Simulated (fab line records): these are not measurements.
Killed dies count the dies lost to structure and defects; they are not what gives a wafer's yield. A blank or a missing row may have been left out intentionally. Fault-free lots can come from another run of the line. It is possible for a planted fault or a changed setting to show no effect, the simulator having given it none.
Split-lot experiment | flow n5_finfet | 7 lots, 39 wafers read, on a route of 1938 steps

== ABOUT THE SPLIT ==
At N5_DUMMY_GATE_ETCH_32 (etches SiO2 in CF4, target depth 3.5 nm, time 3.9 s), the setting time_s was moved away from the recipe's 3.9 s on 15 of the 39 wafers read, by -7.0% to +18.5%. This setting was run at the recipe's value on the other wafers.

The split's own step is where the reading is taken.

== THE READING ==
etch.depth_nm (the simulator's own value, which no gauge read), in nm, at N5_DUMMY_GATE_ETCH_32 (etches SiO2 in CF4, target depth 3.5 nm, time 3.9 s). There is no usual value for it anywhere in the file. Here, 24 wafers ran the recipe; their average is 3.501 nm with a standard deviation of 0.034 nm.

wafer  | tool, chamber at the split | time_s as run, s | against the recipe | etch.depth_nm, nm | against lot-mates on the recipe
L077.1 | rie_si-03, 3,2             | 4.343            | +11.4%             | 3.893             | +0.379
L077.3 | rie_si-03, 3,2             | 4.343            | +11.4%             | 3.893             | +0.379
L077.2 | rie_si-03, 0               | 3.9              | recipe             | 3.553             | -
L077.4 | rie_si-03, 1               | 3.9              | recipe             | 3.499             | -
L077.5 | rie_si-03, 2               | 4.343            | +11.4%             | 3.896             | +0.382
L077.6 | rie_si-03, 1               | 3.9              | recipe             | 3.49              | -
L078.1 | rie_si-05, 2               | 4.583            | +17.5%             | 4.138             | +0.591
L078.2 | rie_si-05, 1               | 4.583            | +17.5%             | 4.177             | +0.630
L078.3 | rie_si-05, 3               | 3.9              | recipe             | 3.595             | -
L078.4 | rie_si-05, 0               | 4.583            | +17.5%             | 4.161             | +0.614
L078.5 | rie_si-05, 1               | 3.9              | recipe             | 3.527             | -
L078.6 | rie_si-05, 2               | 3.9              | recipe             | 3.52              | -
L082.1 | rie_si-04, 1               | 3.9              | recipe             | 3.516             | -
L082.2 | rie_si-04, 0               | 3.9              | recipe             | 3.509             | -
L082.3 | rie_si-04, 2               | 3.9              | recipe             | 3.473             | -
L082.4 | rie_si-04, 3               | 3.9              | recipe             | 3.565             | -
L082.5 | rie_si-04, 1               | 3.9              | recipe             | 3.496             | -
L082.6 | rie_si-04, 0               | 3.9              | recipe             | 3.479             | -
L086.1 | rie_si-03, 2               | 3.9              | recipe             | 3.502             | -
L086.2 | rie_si-03, 3               | 4.547            | +16.6%             | 4.037             | +0.537
L086.3 | rie_si-03, 1               | 3.9              | recipe             | 3.481             | -
L086.4 | rie_si-03, 0               | 3.9              | recipe             | 3.518             | -
L086.5 | rie_si-03, 0               | 4.547            | +16.6%             | 4.155             | +0.655
L086.6 | rie_si-03, 3               | 4.547            | +16.6%             | 4.082             | +0.582
L088.1 | rie_si-05, 2               | 4.621            | +18.5%             | 4.112             | +0.646
L088.2 | rie_si-05, 0               | 3.9              | recipe             | 3.452             | -
L088.3 | rie_si-05, 1               | 3.9              | recipe             | 3.484             | -
L088.4 | rie_si-05, 3               | 4.621            | +18.5%             | 4.137             | +0.671
L088.5 | rie_si-05, 1               | 4.621            | +18.5%             | 4.109             | +0.643
L088.6 | rie_si-05, 0               | 3.9              | recipe             | 3.462             | -
L090.1 | rie_si-04, 2               | 3.627            | -7.0%              | 3.19              | -0.296
L090.2 | rie_si-04, 3               | 3.627            | -7.0%              | 3.274             | -0.212
L090.3 | rie_si-04, 1               | 3.627            | -7.0%              | 3.203             | -0.283
L090.4 | rie_si-04, 0               | 3.9              | recipe             | 3.459             | -
L090.5 | rie_si-04, 3               | 3.9              | recipe             | 3.527             | -
L090.6 | rie_si-04, 2               | 3.9              | recipe             | 3.473             | -
L093.1 | rie_si-05, 0               | 3.9              | recipe             | 3.479             | -
L093.4 | rie_si-05, 0               | 3.9              | recipe             | 3.476             | -
L093.6 | rie_si-05, 3               | 3.9              | recipe             | 3.497             | -
When a row names more than one chamber, that row covers several wafers, and the file does not tell which wafer ran in which chamber.

FIT RESULTS
A straight line over all 39 wafers: etch.depth_nm changes by +0.0358 nm for each +1% of time_s; r = +0.99; the points scatter about the line by 0.037 nm.
The same after taking each lot's own level away (the mean of its wafers on the recipe; 39 wafers): +0.0353 nm for each +1%; r = +1.00; scatter 0.028 nm.
On that fit, the largest move of time_s shifts the reading by 0.65 nm.
Across the lots, their own levels run from 3.4660 to 3.5473 nm, a range of 2.4 times the standard deviation given above.
Consequently the slope shifts little with the lot-to-lot level, the two slopes agreeing.
Check: +0.651 nm against its lot-mates is what the line predicts for one of the wafers moved furthest among these (+18.5%) when that wafer is left out of the fit. Against them it came out at +0.646 nm.

== OTHER SPLITS APPLIED TO THESE WAFERS ==
Before the reading, these wafers also passed through other splits. Each is held against what the fit with the lots' levels taken away leaves over:
other split on the same wafers  | wafers away from the commonest value | r with etch.depth_nm (lot level and that fit taken away)
N5_DUMMY_GATE_EXPOSE_12 dose_mj | 15                                   | -0.11
N5_DUMMY_GATE_ETCH_37 source_w  | 6                                    | -0.24

== FILE'S OWN FIT ==
etch.depth_nm changes by +0.0352 nm for each +1% of time_s, r = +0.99.
